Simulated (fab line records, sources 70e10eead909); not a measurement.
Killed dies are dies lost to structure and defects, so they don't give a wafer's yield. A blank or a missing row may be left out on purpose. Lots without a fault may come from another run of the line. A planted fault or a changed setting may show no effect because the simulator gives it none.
fab line records | flow nand_harc
record lots=5 wafers=15 last_day=32
route steps=1302 shown P_GATE@124
lots that met no fault: from a run of the same line without faults
start_h: hours from the record's first day to the start of the lot's first wafer shown | wait_h: hours since the lot's step before | " the same as in the row above | L1.1+2: a row that stands for several wafers | - no value, or no start given | * or withheld: withheld | < > ~ a bound
route shown NAME@n: a module of which the file shows steps, and the number in the route of the first | usual: mean/standard deviation of fault-free wafers | same: alike in all rows | chamber/n: place in a boat | sites: the reading at each site | _std_site: their standard deviation | _edge_site: outer sites' mean less inner sites' | radius_mm: how far each site lies from the wafer's centre | mask NAME#n: copy n | behind: the tool/chamber that last shaped the wafer | hold: why the lot was held/for how many hours/how that ended | device: the transistor (n, p or np) that didn't switch | end of line: the same wafers' tests at the end of the route | a step without rows: its recipe alone | killed: dies lost to structure and defects at the first sort, not the wafer's yield | map: a wafer's dies, x killed, . not, _ none there
set.NAME: the setting as run; set.NAME@STEP: as run at that earlier step | model.NAME: the simulator's own value behind a step, which no gauge read
lots at some steps of the route; a table a step, a row a wafer
services: from which hour (start_h, from the record's first day; less than 0 if before it) a tool's chamber was out of use, for how many hours, and why
## steps
# step NHARC_P_GATE_DESCUM_13
# recipe time_s=3 o2_flow_sccm=200 ar_flow_sccm=0 bias_power_w=0 chemistry=O2
# usual drypump_motor_current_A=5.9/0.47 oes_product_au=0.996/0.0071 rf_vpp_V=57.8/0.94 showerhead_plenum_p_Torr=1.89/0.083 throttle_valve_pct=11.312/0.0092
# columns lot.wafer tool chamber start_h wait_h drypump_motor_current_A oes_product_au rf_hours_counter_h rf_vpp_V showerhead_plenum_p_Torr throttle_valve_pct
L074.4 rie_diel-11 2 91.14 - 6.4 0.983 0 56.6 1.80 11.311
L074.1 " 3 " " 5.7 0.997 0 57.8 1.87 11.324
L074.5 " 2 " " 6.4 0.987 - 58.1 1.80 11.303
L082.3 rie_diel-11 2 163.62 - 6.4 0.993 4 57.0 1.80 11.323
L082.4 " 3 " " 5.7 0.989 4 57.2 1.87 11.310
L082.6 " 2 " " 6.4 0.984 - 58.2 1.80 11.312
L085.1 rie_diel-11 1 188.69 - 6.3 0.994 4 56.3 1.82 11.319
L085.5 " 2 " " 6.4 0.985 - 58.1 1.80 11.324
L085.6 " 3 " " 5.7 0.993 - 57.3 1.87 11.317
L088.1 rie_diel-11 2 225.37 - 6.4 0.997 9 56.0 1.80 11.297
L088.2 " 3 " " 5.7 0.996 9 57.5 1.87 11.296
L088.5 " 0 " " 5.3 1.001 - 58.0 2.02 11.303
L092.1 rie_diel-11 3 266.92 - 5.6 1.003 0 57.6 1.87 11.306
L092.3 " 0 " " 5.3 1.006 0 55.8 2.01 11.316
L092.2 " 2 " " 6.4 1.006 0 56.1 1.80 11.306
# step NHARC_P_GATE_ETCH_14
# recipe target_depth_a=488 chemistry=dHF material=SiO2
# columns lot.wafer tool chamber start_h wait_h
L074.1+5+4 wet_bench-01 6,0,2 91.28 0.1
L082.4+6+3 wet_bench-01 4,0,1 163.74 0.1
L085.1+6+5 wet_bench-01 5,7,2 188.79 0.1
L088.2+5+1 wet_bench-01 1,2,4 225.48 0.1
L092.3+2+1 wet_bench-07 6,7,0 267.06 0.1
# step NHARC_P_GATE_STRIP_15
# recipe time_s=780 temp_c=130 chemistry=SPM
# columns lot.wafer tool chamber start_h wait_h
L074.1+5+4 wet_bench-01 6,0,2 91.32 0.0
L082.4+6+3 wet_bench-01 4,0,1 163.82 0.1
L085.1+6+5 wet_bench-01 5,7,2 188.83 0.0
L088.2+5+1 wet_bench-01 1,2,4 225.52 0.0
L092.3+2+1 wet_bench-07 6,7,0 267.10 0.0
# step NHARC_P_GATE_PRECLEAN_71
# recipe time_s=* temp_c=50 bath_age_min=0 chemistry=SC1
# same bath_age_min=0
# columns lot.wafer tool chamber start_h wait_h
L074.1+5+4 wet_bench-01 6,0,2 - -
L082.4+6+3 wet_bench-01 4,0,1 - -
L085.1+6+5 wet_bench-01 5,7,2 - -
L088.2+5+1 wet_bench-01 1,2,4 - -
L092.3+2+1 wet_bench-07 6,7,0 - -
# step NHARC_P_GATE_SRD_72
# columns lot.wafer tool chamber start_h wait_h
L074.1+5+4 wet_bench-01 6,0,2 - -
L082.4+6+3 wet_bench-01 4,0,1 - -
L085.1+6+5 wet_bench-01 5,7,2 - -
L088.2+5+1 wet_bench-01 1,2,4 - -
L092.3+2+1 wet_bench-07 6,7,0 - -
# step NHARC_P_GATE_OXIDE_16
# recipe target_thk_a=30 temp_c=875 ox_time_s=392 material=SiO2
# usual spike_tc_bottom_C=891.7/1.1 zone_power_centre_pct=17.2/0.75 zone_power_upper_pct=17.5/0.85
# columns lot.wafer tool chamber start_h wait_h spike_tc_bottom_C zone_power_centre_pct zone_power_upper_pct
L074.1 furnace-08 0 94.88 - 890.8 17.2 17.0
L074.4 " 0 " " 892.4 17.1 17.2
L074.5 " 0 " " 890.6 17.2 17.0
L082.3 furnace-08 0 168.69 - 892.1 17.3 17.1
L082.4 " 0 " " 892.2 17.3 17.0
L082.6 " 0 " " 892.5 17.2 16.9
L085.1 furnace-03 0 192.68 - 891.1 18.3 18.6
L085.5 " 0 " " 892.6 18.1 18.8
L085.6 " 0 " " 892.6 18.3 19.0
L088.1 furnace-03 0 228.95 - 894.2 18.3 18.8
L088.2 " 0 " " 893.9 18.0 18.6
L088.5 " 0 " " 893.2 18.0 18.7
L092.1 furnace-08 0 270.67 - 889.6 17.4 17.2
L092.2 " 0 " " 891.0 17.0 17.1
L092.3 " 0 " " 891.9 17.0 17.1
# step NHARC_P_GATE_CVD_17
# recipe target_thk_a=1500 temp_c=620 time_s=900 material=poly-Si
# usual spike_tc_bottom_C=641.2/1.8 zone_power_centre_pct=8.3/0.6 zone_power_upper_pct=8.9/0.86
# columns lot.wafer tool chamber start_h wait_h spike_tc_bottom_C zone_power_centre_pct zone_power_upper_pct
L074.1 lpcvd_poly-03 0 100.93 2.5 641.3 7.8 8.4
L074.4 " 0 " " 640.9 7.5 8.3
L074.5 " 0 " " 638.4 7.7 8.4
L082.3 lpcvd_poly-03 0 174.78 2.5 638.7 7.8 8.3
L082.4 " 0 " " 640.4 7.7 8.4
L082.6 " 0 " " 639.2 7.6 8.3
L085.1 lpcvd_poly-02 0 198.88 2.7 644.8 8.4 8.5
L085.5 " 0 " " 643.9 8.8 8.6
L085.6 " 0 " " 643.7 8.6 8.8
L088.1 lpcvd_poly-02 0 235.17 2.7 642.5 8.5 8.7
L088.2 " 0 " " 644.1 8.4 8.5
L088.5 " 0 " " 643.6 8.8 8.5
L092.1 lpcvd_poly-03 0 276.73 2.5 639.8 7.6 8.3
L092.2 " 0 " " 639.5 7.8 8.5
L092.3 " 0 " " 637.9 7.7 8.4
# step NHARC_P_GATE_HM_DEP_102
# recipe target_thk_a=1200 temp_c=400 material=aC
# usual susceptor_temp_C=399.98/0.23 throttle_valve_pct=34.999/0.0088
# columns lot.wafer tool chamber start_h wait_h susceptor_temp_C throttle_valve_pct
L074.1 acl_dep-02 0 103.59 0.4 400.06 34.986
L074.4 " 0 " " 399.81 34.987
L074.5 " 0 " " 400.41 35.004
L082.3 acl_dep-03 0 177.60 0.6 - 35.001
L082.4 " 0 " " - 34.991
L082.6 " 0 " " - 34.998
L085.1 acl_dep-02 0 201.80 0.7 399.79 35.009
L085.5 " 0 " " 400.01 34.993
L085.6 " 0 " " 400.03 35.005
L088.1 acl_dep-01 0 242.42 5.0 - 35.001
L088.2 " 0 " " - 34.999
L088.5 " 0 " " - 35.005
L092.1 acl_dep-02 0 279.34 0.4 399.98 35.010
L092.2 " 0 " " 400.11 34.992
L092.3 " 0 " " 400.20 35.003
# step NHARC_P_GATE_DEP_103
# recipe target_thk_a=300 target_thk_nm=30 temp_c=400 flow_sccm=200 rf_w=350 material=SiON
# usual heater_power_w=754/52 susceptor_temp_C=400.00/0.24
# columns lot.wafer tool chamber start_h wait_h heater_power_w susceptor_temp_C
L074.1 pecvd-01 1 104.35 0.6 776 399.79
L074.5 " 2 " " 777 400.01
L074.4 " 1 " " 795 400.08
L082.3 pecvd-03 1 178.11 0.4 729 400.12
L082.6 " 2 " " 860 399.83
L082.4 " 0 " " 795 399.97
L085.1 pecvd-02 1 202.47 0.6 811 399.93
L085.5 " 2 " " 823 400.29
L085.6 " 0 " " 690 400.07
L088.1 pecvd-01 1 243.08 0.6 738 399.90
L088.2 " 0 " " 720 400.02
L088.5 " 0 " " 719 400.11
L092.2 pecvd-03 2 280.01 0.5 698 400.10
L092.3 " 0 " " 692 399.49
L092.1 " 1 " " 805 399.53
# step NHARC_P_GATE_DEHYDRATE_18
# recipe temp_c=150 time_s=120
# usual heater_power_total_W=182.5/1.3
# columns lot.wafer tool chamber start_h wait_h heater_power_total_W
L074.1 litho_track-01 0 104.56 0.2 183.1
L074.4 " 0 " " 181.3
L074.5 " 0 " " 184.0
L082.3 litho_track-01 0 178.32 0.2 181.1
L082.4 " 0 " " 180.9
L082.6 " 0 " " 180.8
L085.1 litho_track-06 0 202.74 0.2 182.3
L085.5 " 0 " " 182.4
L085.6 " 0 " " 180.9
L088.1 litho_track-04 0 243.35 0.2 181.1
L088.2 " 0 " " 181.0
L088.5 " 0 " " 181.7
L092.1 litho_track-01 0 280.28 0.2 181.5
L092.2 " 0 " " 183.3
L092.3 " 0 " " 180.6
# step NHARC_P_GATE_HMDS_19
# recipe time_s=30
# columns lot.wafer tool chamber start_h wait_h
L074.1+4+5 litho_track-01 0 - -
L082.3+4+6 litho_track-01 0 - -
L085.1+5+6 litho_track-06 0 - -
L088.1+2+5 litho_track-04 0 - -
L092.1+2+3 litho_track-01 0 - -
# step NHARC_P_GATE_COAT_20
# recipe spin_rpm=1500 resist_thk_nm=90
# columns lot.wafer tool chamber start_h wait_h
L074.1+4+5 litho_track-01 0 - -
L082.3+4+6 litho_track-01 0 - -
L085.1+5+6 litho_track-06 0 - -
L088.1+2+5 litho_track-04 0 - -
L092.1+2+3 litho_track-01 0 - -
# step NHARC_P_GATE_SOFTBAKE_21
# recipe temp_c=105 time_s=55
# usual heater_power_total_W=188.47/0.14
# columns lot.wafer tool chamber start_h wait_h heater_power_total_W
L074.1 litho_track-01 0 - - 188.46
L074.4 " 0 " " 188.41
L074.5 " 0 " " 188.42
L082.3 litho_track-01 0 - - 188.73
L082.4 " 0 " " 188.76
L082.6 " 0 " " 188.74
L085.1 litho_track-06 0 - - 188.35
L085.5 " 0 " " 188.36
L085.6 " 0 " " 188.46
L088.1 litho_track-04 0 - - 188.50
L088.2 " 0 " " 188.30
L088.5 " 0 " " 188.38
L092.1 litho_track-01 0 - - 188.39
L092.2 " 0 " " 188.43
L092.3 " 0 " " 188.43
# step NHARC_P_GATE_EBR_22
# columns lot.wafer tool chamber start_h wait_h
L074.1+4+5 litho_track-01 0 - -
L082.3+4+6 litho_track-01 0 - -
L085.1+5+6 litho_track-06 0 - -
L088.1+2+5 litho_track-04 0 - -
L092.1+2+3 litho_track-01 0 - -
# step NHARC_P_GATE_EXPOSE_23
# recipe na=1.35 target_cd_nm=120 dose_mj=93.91 mask_id=P_GATE
# usual stage_vel_mm_s=500.10/0.25
# columns lot.wafer tool chamber start_h wait_h mask stage_vel_mm_s
L074.1 arfi_scanner-02 0 104.83 - P_GATE#0 500.14
L074.4 " 0 " " P_GATE#0 500.02
L074.5 " 0 " " P_GATE#0 500.31
L082.3 arfi_scanner-02 0 178.47 - P_GATE#0 500.32
L082.4 " 0 " " P_GATE#0 500.15
L082.6 " 0 " " P_GATE#0 499.98
L085.1 arfi_scanner-01 0 202.88 - P_GATE#0 500.04
L085.5 " 0 " " P_GATE#0 500.22
L085.6 " 0 " " P_GATE#0 500.20
L088.1 arfi_scanner-03 0 243.49 - P_GATE#0 500.05
L088.2 " 0 " " P_GATE#0 500.08
L088.5 " 0 " " P_GATE#0 500.10
L092.1 arfi_scanner-01 0 280.54 - P_GATE#0 500.18
L092.2 " 0 " " P_GATE#0 500.06
L092.3 " 0 " " P_GATE#0 500.14
# step NHARC_P_GATE_PEB_24
# recipe peb_temp_c=100 peb_time_s=65
# usual heater_power_total_W=156.6/0.44
# columns lot.wafer tool chamber start_h wait_h heater_power_total_W
L074.1 litho_track-06 0 104.89 0.1 156.6
L074.4 " 0 " " 156.4
L074.5 " 0 " " 156.9
L082.3 litho_track-04 0 178.52 0.0 157.1
L082.4 " 0 " " 156.1
L082.6 " 0 " " 156.8
L085.1 litho_track-04 0 202.94 0.1 157.1
L085.5 " 0 " " 156.8
L085.6 " 0 " " 157.2
L088.1 litho_track-01 0 243.55 0.1 157.1
L088.2 " 0 " " 156.0
L088.5 " 0 " " 156.3
L092.1 litho_track-04 0 280.61 0.1 156.3
L092.2 " 0 " " 157.0
L092.3 " 0 " " 156.6
# step NHARC_P_GATE_DEVELOP_25
# recipe develop_time_s=35 dev_temp_c=23
# usual developer_temp_C=23.00/0.11
# same develop_time_s=35
# columns lot.wafer tool chamber start_h wait_h developer_temp_C
L074.1 litho_track-06 0 - - 23.09
L074.4 " 0 " " 23.04
L074.5 " 0 " " 23.01
L082.3 litho_track-04 0 - - 22.78
L082.4 " 0 " " 22.83
L082.6 " 0 " " 23.00
L085.1 litho_track-04 0 - - 22.91
L085.5 " 0 " " 22.94
L085.6 " 0 " " 22.91
L088.1 litho_track-01 0 - - 22.80
L088.2 " 0 " " 22.81
L088.5 " 0 " " 23.02
L092.1 litho_track-04 0 - - 22.93
L092.2 " 0 " " 23.01
L092.3 " 0 " " 22.93
# step NHARC_P_GATE_CD_MEAS_26
# recipe target_cd_nm=120 landing_energy_ev=500
# usual cd_nm=120.1/0.49
# columns lot.wafer tool chamber start_h wait_h cd_nm
L074.1 cd_sem-03 0 104.97 - 120.3
L074.4 " 0 " " 120.3
L074.5 " 0 " " 120.0
L082.3 cd_sem-03 0 178.61 - 120.6
L082.4 " 0 " " 120.5
L082.6 " 0 " " 121.1
L085.1 cd_sem-02 0 203.02 - 120.3
L085.5 " 0 " " 119.8
L085.6 " 0 " " 120.3
L088.1 cd_sem-02 0 243.63 - 119.5
L088.2 " 0 " " 120.5
L088.5 " 0 " " 119.8
L092.1 cd_sem-02 0 280.68 - 120.7
L092.2 " 0 " " 120.0
L092.3 " 0 " " 120.3
# step NHARC_P_GATE_OVL_MEAS_27
# usual overlay_x_nm=-0.2/0.91 overlay_y_nm=0.0/0.92
# columns lot.wafer tool chamber start_h wait_h overlay_x_nm overlay_y_nm
L074.1 overlay-02 - 105.06 - 0.5 1.5
L074.4 " - " " 0.7 1.9
L074.5 " - " " 0.6 1.4
L082.3 overlay-01 - 178.69 - 0.2 -0.2
L082.4 " - " " 0.2 0.1
L082.6 " - " " 0.4 0.2
L085.1 overlay-02 - 203.11 - -0.3 -0.1
L085.5 " - " " -0.2 -0.4
L085.6 " - " " 0.2 -0.9
L088.1 overlay-01 - 243.72 - -0.7 1.8
L088.2 " - " " -0.5 1.1
L088.5 " - " " -0.3 1.2
L092.1 overlay-01 - 280.77 - 0.4 0.3
L092.2 " - " " 0.2 0.1
L092.3 " - " " 0.2 -0.1
# step NHARC_P_GATE_INSPECT_28
# usual raw_defect_count=6/3.1
# columns lot.wafer tool chamber start_h wait_h raw_defect_count
L074.1 defect_inspect-02 - 105.09 0.0 8
L074.4 " - " " 4
L074.5 " - " " 13
L082.3 defect_inspect-02 - 178.73 0.0 6
L082.4 " - " " 4
L082.6 " - " " 5
L085.1 defect_inspect-01 - 203.14 0.0 6
L085.5 " - " " 7
L085.6 " - " " 5
L088.1 defect_inspect-01 - 243.76 0.0 7
L088.2 " - " " 7
L088.5 " - " " 4
L092.1 defect_inspect-02 - 280.81 0.0 15
L092.2 " - " " 12
L092.3 " - " " 8
# step NHARC_P_GATE_DESCUM_31
# recipe time_s=3 o2_flow_sccm=200 ar_flow_sccm=0 bias_power_w=0 chemistry=O2
# usual drypump_motor_current_A=5.8/0.58 oes_product_au=1.002/0.008 rf_vpp_V=57.7/0.92 showerhead_plenum_p_Torr=1.91/0.081 throttle_valve_pct=11.310/0.0091
# columns lot.wafer tool chamber start_h wait_h drypump_motor_current_A oes_product_au rf_hours_counter_h rf_vpp_V showerhead_plenum_p_Torr throttle_valve_pct
L074.1 rie_diel-12 3 105.15 0.1 6.3 1.018 0.0 58.3 1.83 11.313
L074.4 " 0 " " 5.0 1.008 0.0 56.1 1.81 11.294
L074.5 " 3 " " 6.3 1.012 - 57.7 1.83 11.311
L082.3 rie_diel-03 0 178.80 0.1 5.3 0.999 3.4 57.9 1.98 11.326
L082.4 " 1 " " 5.6 1.006 3.4 57.2 1.85 11.322
L082.6 " 3 " " 6.5 1.010 - 58.8 2.02 11.322
L085.1 rie_diel-12 1 203.23 0.1 4.9 0.988 6.7 58.1 1.99 11.315
L085.5 " 2 " " 5.7 1.004 - 56.4 1.95 11.328
L085.6 " 3 " " 6.2 1.005 - 58.7 1.82 11.320
L088.1 rie_diel-11 3 243.83 0.1 5.7 0.994 9.2 58.7 1.87 11.303
L088.2 " 1 " " 6.4 0.998 8.3 57.9 1.82 11.293
L088.5 " 2 " " 6.4 0.994 - 56.9 1.80 11.319
L092.3 rie_diel-03 0 280.87 0.1 5.3 1.003 8.2 59.6 1.98 11.297
L092.1 " 1 " " 5.7 1.004 8.4 56.8 1.85 11.306
L092.2 " 3 " " 6.5 1.004 9.1 58.3 2.02 11.310
# step NHARC_P_GATE_ETCH_104
# recipe target_depth_a=600 time_s=withheld cf4_flow_sccm=100 chf3_flow_sccm=30 ar_flow_sccm=0 rf_w=500 bias_w=200 chemistry=CF4/CHF3
# usual cf4_flow_sccm=100.0/0.33 drypump_motor_current_A=5.9/0.58 oes_product_au=0.963/0.019 rf_vpp_V=370.7/2.3 showerhead_plenum_p_Torr=1.57/0.063 throttle_valve_pct=16.803/0.0092
# columns lot.wafer tool chamber start_h wait_h cf4_flow_sccm drypump_motor_current_A oes_product_au rf_vpp_V showerhead_plenum_p_Torr throttle_valve_pct
L074.1 rie_diel-12 0 105.24 0.1 99.3 5.0 0.957 367.6 1.49 16.803
L074.4 " 2 " " 100.5 5.7 0.986 373.0 1.60 16.801
L074.5 " 1 " " 100.6 4.9 0.974 373.3 1.64 16.795
L082.3 rie_diel-03 0 178.88 0.1 100.0 5.3 0.971 371.7 1.63 16.807
L082.4 " 2 " " 100.1 6.5 0.974 370.2 1.57 16.800
L082.6 " 0 " " 100.0 5.3 0.980 371.8 1.63 16.802
L085.1 rie_diel-12 2 203.30 0.1 99.6 5.7 0.968 370.9 1.60 16.806
L085.6 " 3 " " 99.6 6.2 0.976 367.4 1.50 16.805
L085.5 " 0 " " 99.5 5.0 0.987 368.0 1.49 16.810
L088.1 rie_diel-11 3 243.90 0.1 99.4 5.7 0.910 369.1 1.54 16.806
L088.2 " 1 " " 99.3 6.3 0.922 369.7 1.50 16.789
L088.5 " 3 " " 100.0 5.7 0.909 370.1 1.54 16.799
L092.3 rie_diel-03 3 280.96 0.1 100.5 6.5 0.965 373.1 1.66 16.802
L092.2 " 0 " " 99.8 5.4 0.958 371.4 1.63 16.791
L092.1 " 1 " " 100.1 5.6 0.974 368.9 1.52 16.817
# step NHARC_P_GATE_HM_OPEN_105
# recipe target_depth_a=3600 o2_flow_sccm=400 cos_flow_sccm=20 ar_flow_sccm=0 rf_w=500 bias_w=300 chemistry=O2/COS
# usual drypump_motor_current_A=5.8/0.57 oes_product_au=1.002/0.0092 rf_vpp_V=467.2/2.7 showerhead_plenum_p_Torr=3.12/0.12 throttle_valve_pct=28.332/0.01
# columns lot.wafer tool chamber start_h wait_h drypump_motor_current_A oes_product_au rf_hours_counter_h rf_vpp_V showerhead_plenum_p_Torr throttle_valve_pct
L074.1 rie_diel-12 3 - - 6.2 1.013 0.0 463.8 2.99 28.344
L074.4 " 1 " " 4.9 1.003 0.1 470.4 3.25 28.351
L074.5 " 3 " " 6.2 1.005 - 463.4 2.99 28.338
L082.4 rie_diel-03 2 - - 6.5 0.998 3.9 466.5 3.11 28.320
L082.3 " 3 " " 6.5 0.989 3.9 470.6 3.29 28.328
L082.6 " 1 " " 5.6 0.994 - 465.5 3.02 28.320
L085.1 rie_diel-12 3 - - 6.2 1.014 6.4 464.7 2.98 28.340
L085.6 " 3 " " 6.2 1.024 - 463.2 2.98 28.337
L085.5 " 0 " " 5.0 1.005 - 463.9 2.95 28.323
L088.2 rie_diel-11 0 - - 5.4 1.000 8.4 471.0 3.28 28.321
L088.1 " 1 " " 6.3 1.005 8.4 465.0 2.98 28.339
L088.5 " 0 " " 5.4 1.013 - 470.5 3.28 28.327
L092.2 rie_diel-03 0 - - 5.4 0.988 8.2 468.9 3.22 28.353
L092.3 " 1 " " 5.6 0.995 8.5 464.0 3.02 28.330
L092.1 " 2 " " 6.5 0.997 9.4 467.7 3.11 28.344
# step NHARC_P_GATE_STRIP_106
# recipe o2_flow_sccm=400 cos_flow_sccm=20 ar_flow_sccm=0 bias_w=0 chemistry=O2/COS
# columns lot.wafer tool chamber start_h wait_h
L074.1+4+5 rie_diel-12 3,0,2 - -
L082.3+4+6 rie_diel-03 2,0,3 - -
L085.1+6+5 rie_diel-12 1,0,1 - -
L088.1+2+5 rie_diel-11 0,1,3 - -
L092.2+1+3 rie_diel-03 0,1,2 - -
# step NHARC_P_GATE_ETCH_114
# recipe target_depth_a=300 overetch_a=30 time_s=16.5 ion_energy_ev=100 cf4_flow_sccm=80 o2_flow_sccm=20 ar_flow_sccm=0 rf_w=300 bias_w=100 chemistry=CF4/O2
# usual cf4_flow_sccm=80.03/0.2 drypump_motor_current_A=5.8/0.57 oes_product_au=1.001/0.0083 rf_vpp_V=197.8/1.4 showerhead_plenum_p_Torr=1.34/0.055 throttle_valve_pct=13.398/0.0096
# columns lot.wafer tool chamber start_h wait_h cf4_flow_sccm drypump_motor_current_A oes_product_au rf_hours_counter_h rf_vpp_V showerhead_plenum_p_Torr throttle_valve_pct
L074.4 rie_diel-12 3 - - 80.02 6.2 1.015 0.1 195.9 1.28 13.388
L074.1 " 1 " " 80.39 4.9 1.001 0.1 198.8 1.39 13.388
L074.5 " 2 " " 79.93 5.7 0.998 - 197.7 1.36 13.394
L082.4 rie_diel-03 3 - - 79.75 6.5 0.994 3.9 199.4 1.41 13.396
L082.3 " 0 " " 80.43 5.3 1.012 3.5 200.0 1.38 13.415
L082.6 " 0 " " 80.19 5.3 1.000 - 200.1 1.38 13.394
L085.1 rie_diel-12 2 - - 80.19 5.7 0.999 6.0 199.8 1.36 13.384
L085.6 " 0 " " 80.14 5.0 1.010 - 197.2 1.26 13.395
L085.5 " 1 " " 79.71 4.9 0.999 - 199.0 1.39 13.413
L088.1 rie_diel-11 2 - - 79.94 6.4 0.984 9.4 195.5 1.26 13.394
L088.2 " 0 " " 80.05 5.3 0.992 8.4 200.1 1.40 13.392
L088.5 " 2 " " 79.86 6.4 0.992 - 195.2 1.26 13.388
L092.3 rie_diel-03 1 - - 80.20 5.6 0.997 8.5 196.2 1.29 13.382
L092.1 " 3 " " 80.01 6.5 1.008 9.1 198.1 1.41 13.397
L092.2 " 0 " " 80.29 5.3 0.997 8.2 198.1 1.38 13.383
# step NHARC_P_GATE_ETCH_32
# recipe target_depth_a=1500 over_etch_frac=1 over_etch_ion_energy_ev=40 time_s=100.1 hbr_flow_sccm=150 cl2_flow_sccm=50 rf_w=400 icp_w=400 bias_w=100 chemistry=HBr/Cl2
# usual drypump_motor_current_A=5.6/0.41 oes_product_au=1.004/0.0073 throttle_valve_pct=26.407/0.009
# columns lot.wafer tool chamber start_h wait_h drypump_motor_current_A oes_product_au rf_hours_counter_h throttle_valve_pct
L074.4 rie_si-03 0 105.61 - 6.6 0.996 0.36 26.399
L074.1 " 3 " " 5.2 0.997 0.14 26.404
L074.5 " 1 " " 5.7 1.012 - 26.402
L082.4 rie_si-03 2 179.25 - 5.2 1.017 0.81 26.411
L082.3 " 3 " " 5.3 0.994 0.50 26.397
L082.6 " 2 " " 5.2 1.013 - 26.416
L085.1 rie_si-04 1 203.67 - 5.5 0.998 0.15 26.418
L085.5 " 1 " " 5.5 0.998 - 26.410
L085.6 " 2 " " 5.1 1.001 - 26.404
L088.1 rie_si-02 1 244.30 - 5.4 1.004 0.93 26.423
L088.2 " 3 " " 5.7 1.003 0.80 26.412
L088.5 " 0 " " 5.8 1.006 - 26.407
L092.2 rie_si-03 3 281.33 - 5.3 1.012 0.23 26.424
L092.1 " 0 " " 6.6 0.996 0.26 26.420
L092.3 " 1 " " 5.7 0.990 0.40 26.411
# step NHARC_P_GATE_STRIP_108
# recipe o2_flow_sccm=500 ar_flow_sccm=0 bias_w=0 chemistry=O2
# usual drypump_motor_current_A=5.8/0.54 oes_product_au=1.000/0.0098 rf_vpp_V=57.7/0.88 showerhead_plenum_p_Torr=3.51/0.14 throttle_valve_pct=17.038/0.0091
# columns lot.wafer tool chamber start_h wait_h drypump_motor_current_A oes_product_au rf_hours_counter_h rf_vpp_V showerhead_plenum_p_Torr throttle_valve_pct
L074.4 rie_diel-12 3 105.79 - 6.2 1.012 0.1 56.7 3.38 17.035
L074.1 " 0 " " 5.0 1.014 0.1 57.0 3.34 17.035
L074.5 " 3 " " 6.2 1.017 - 57.5 3.38 17.033
L082.3 rie_diel-12 2 179.41 - 5.7 0.995 4.9 57.7 3.59 17.039
L082.4 " 1 " " 4.9 1.000 5.2 57.4 3.67 17.046
L082.6 " 3 " " 6.3 1.011 - 57.1 3.38 17.027
L085.1 rie_diel-11 2 203.88 - 6.4 0.990 7.0 57.1 3.33 17.033
L085.6 " 3 " " 5.7 0.991 - 57.2 3.45 17.036
L085.5 " 0 " " 5.4 0.997 - 58.3 3.70 17.035
L088.1 rie_diel-11 1 244.47 - 6.3 0.996 8.4 57.3 3.37 17.034
L088.2 " 2 " " 6.4 1.006 9.4 57.7 3.33 17.041
L088.5 " 0 " " 5.4 1.005 - 58.2 3.70 17.050
L092.3 rie_diel-12 3 281.49 - 6.2 1.002 0.3 58.5 3.37 17.047
L092.2 " 0 " " 5.0 0.992 0.3 56.1 3.34 17.044
L092.1 " 1 " " 4.9 1.001 0.3 58.6 3.67 17.034
# step NHARC_P_GATE_CD_MEAS_33
# usual cd_nm=120.5/1.9
# columns lot.wafer tool chamber start_h wait_h cd_nm
L074.1 cd_sem-02 - 105.94 - 116.3
L074.4 " - " " 119.7
L074.5 " - " " 120.6
L082.3 cd_sem-03 - 179.59 - 119.7
L082.4 " - " " 121.9
L082.6 " - " " 122.9
L085.1 cd_sem-01 - 204.01 - 118.0
L085.5 " - " " 119.2
L085.6 " - " " 118.1
L088.1 cd_sem-03 - 244.61 - 121.7
L088.2 " - " " 122.1
L088.5 " - " " 124.0
L092.1 cd_sem-02 - 281.70 0.1 120.0
L092.2 " - " " 120.1
L092.3 " - " " 121.9
# step NHARC_P_GATE_STRIP_35
# recipe time_s=600 temp_c=130 chemistry=SPM
# columns lot.wafer tool chamber start_h wait_h
L074.4+1+5 wet_bench-06 3,4,6 106.04 0.1
L082.4+6+3 wet_bench-06 0,1,2 179.68 0.1
L085.1+6+5 wet_bench-06 0,2,3 204.12 0.1
L088.2+5+1 wet_bench-01 5,0,2 244.69 0.1
L092.2+3+1 wet_bench-07 4,5,0 281.78 0.1
# step NHARC_P_GATE_PRECLEAN_73
# recipe time_s=* temp_c=50 bath_age_min=0 chemistry=SC1
# same bath_age_min=0
# columns lot.wafer tool chamber start_h wait_h
L074.4+1+5 wet_bench-06 3,4,6 - -
L082.4+6+3 wet_bench-06 0,1,2 - -
L085.1+6+5 wet_bench-06 0,2,3 - -
L088.2+5+1 wet_bench-01 5,0,2 - -
L092.2+3+1 wet_bench-07 4,5,0 - -
# step NHARC_P_GATE_SRD_74
# columns lot.wafer tool chamber start_h wait_h
L074.4+1+5 wet_bench-06 3,4,6 - -
L082.4+6+3 wet_bench-06 0,1,2 - -
L085.1+6+5 wet_bench-06 0,2,3 - -
L088.2+5+1 wet_bench-01 5,0,2 - -
L092.2+3+1 wet_bench-07 4,5,0 - -
# step NHARC_P_GATE_ALD_36
# recipe target_thk_a=200 pulse_time_s=60 ald_cycles=223 temp_c=400 material=SiNx
# usual heater_power_w=835/80 precursor_pulse_height_rel=0.999/0.02 susceptor_temp_C=400.03/0.23
# columns lot.wafer tool chamber start_h wait_h heater_power_w precursor_pulse_height_rel susceptor_temp_C
L074.4 ald_sin-04 3 107.47 - 892 0.989 400.00
L074.1 " 0 108.53 - 831 1.007 400.07
L074.5 " 3 111.72 - 897 1.000 400.19
L082.3 ald_sin-04 0 180.05 - 813 1.000 399.81
L082.4 " 2 182.14 - 746 1.009 400.22
L082.6 " 1 185.27 - 951 0.990 399.80
L085.1 ald_sin-04 0 204.54 - 843 0.990 400.13
L085.5 " 0 208.86 - 795 1.004 400.16
L085.6 " 1 209.94 - 958 1.029 399.69
L088.2 ald_sin-04 2 245.07 - 768 0.969 400.00
L088.1 " 3 246.12 - 866 1.033 399.71
L088.5 " 2 249.30 - 769 1.025 400.32
L092.2 ald_sin-04 1 282.15 - 985 0.967 400.06
L092.1 " 2 283.21 - 828 1.014 399.87
L092.3 " 3 284.27 - 879 0.953 400.48
## services
# columns tool chamber start_h hours kind
ald_sin-04 - 76.19 10.0 pm
rie_diel-11 - 78.53 9.0 pm
rie_diel-12 - 80.33 0.7 repair
rie_diel-12 - 91.40 9.0 pm
wet_bench-01 - 101.60 8.0 pm
rie_diel-03 - 104.30 9.0 pm
rie_diel-11 3 106.42 4.2 repair
wet_bench-06 - 127.44 7.7 repair
litho_track-01 - 155.00 7.0 pm
wet_bench-07 - 160.05 8.0 pm
wet_bench-06 - 161.63 3.2 repair
litho_track-06 - 179.00 7.0 pm
wet_bench-06 - 193.60 8.0 pm
litho_track-04 - 203.00 7.0 pm
rie_diel-12 2 210.25 6.8 repair
rie_diel-11 - 255.53 9.0 pm
rie_diel-12 3 257.62 12.6 repair
rie_diel-12 0 261.07 6.3 repair
rie_diel-12 2 261.89 2.8 repair
rie_diel-12 1 262.95 8.2 repair
wet_bench-01 - 267.92 104.3 repair
rie_diel-12 - 268.40 9.0 pm
wet_bench-07 - 271.27 4.0 repair
rie_diel-03 - 281.30 9.0 pm
## key
fault none
